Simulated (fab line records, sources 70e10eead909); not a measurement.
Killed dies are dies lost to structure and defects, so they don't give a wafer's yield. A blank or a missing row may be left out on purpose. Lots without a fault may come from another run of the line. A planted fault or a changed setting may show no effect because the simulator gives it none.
Chamber matching | flow nand_harc | NHARC_A_CONTACT_ETCH_92 on rie_diel-13: 4 sister chambers
The step etches the open film in CH3F/O2, target depth 40 nm, time 85.7 s. 4 wafers are shown with their chamber, then 9 later ones without.

WAFERS WITH THEIR CHAMBER
wafer  | chamber | showerhead_plenum_p_Torr (Torr)
L464.1 | 0       | 2.42
L466.1 | 3       | 2.45
L466.3 | 1       | 2.39
L466.4 | 2       | 2.53

WAFERS WITHOUT THEIR CHAMBER
wafer  | showerhead_plenum_p_Torr (Torr)
L469.2 | 2.38
L469.3 | 2.53
L469.6 | 2.38
L474.1 | 2.45
L474.4 | 2.38
L474.5 | 2.41
L477.3 | 2.41
L477.4 | 2.45
L477.5 | 2.45

WHICH CHAMBER EACH WENT THROUGH
wafer  | from the rows above     | in truth
L469.2 | 1                       | 1
L469.3 | 2                       | 2
L469.6 | 1                       | 1
L474.1 | 3                       | 3
L474.4 | 1                       | 1
L474.5 | can't be placed: 0 or 1 | 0
L477.3 | can't be placed: 0 or 1 | 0
L477.4 | 3                       | 3
L477.5 | 3                       | 3
Placed correctly: 7 of 9. Can't be placed from these rows: 2 (the true chamber is among the candidates in 2). Placed wrongly: 0.
How it was worked out, from the rows above alone: a wafer's distance from a chamber is the root of the sum, over the readings, of the square of ((its reading less the chamber's mean) divided by the reading's scatter). The wafer belongs to the nearest chamber; if the next one is less than 2 further off, it can't be placed. A chamber's mean is the mean of its shown wafers. The scatter: with one shown wafer a chamber, the root of the mean of the squares of how far each hidden wafer lies from its nearest shown one.
